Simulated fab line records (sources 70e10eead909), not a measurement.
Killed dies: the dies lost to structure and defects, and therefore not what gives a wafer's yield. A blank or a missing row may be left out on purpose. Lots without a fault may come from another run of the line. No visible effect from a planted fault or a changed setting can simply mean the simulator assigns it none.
Matching of chambers -- flow nand_harc -- 3 sister chambers for NHARC_A_STAIRCASE_DEP_151 on pecvd-01
The step deposits SiO2, target thk 3800 nm. 3 wafers are shown with their chamber, then 7 later ones without.

WAFERS WITH THEIR CHAMBER
wafer,chamber,heater_power_w (W)
L080.4,0,557
L089.1,2,661
L089.3,1,806

WAFERS WITH NO CHAMBER GIVEN
wafer,heater_power_w (W)
L089.4,570
L093.1,789
L093.2,625
L093.3,673
L095.3,807
L095.4,583
L095.6,618

CHAMBER TAKEN BY EACH
wafer,from the rows above,in truth
L089.4,0,0
L093.1,1,1
L093.2,can't be placed: 2 or 0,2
L093.3,2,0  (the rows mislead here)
L095.3,1,1
L095.4,0,0
L095.6,can't be placed: 2 or 0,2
Correct placement for 4 of the 7. Can't be placed from these rows: 2 (the true chamber is among the candidates in 2). Wrongly placed: 1.
How it was worked out, from the rows above alone: a wafer's distance from a chamber is the root of the sum, over the readings, of the square of ((its reading less the chamber's mean) divided by the reading's scatter). The wafer belongs to the nearest chamber; if the next one is less than 2 further off, it can't be placed. The mean given for a chamber averages the wafers shown for that chamber. The scatter: with one shown wafer a chamber, the root of the mean of the squares of how far each hidden wafer lies from its nearest shown one.
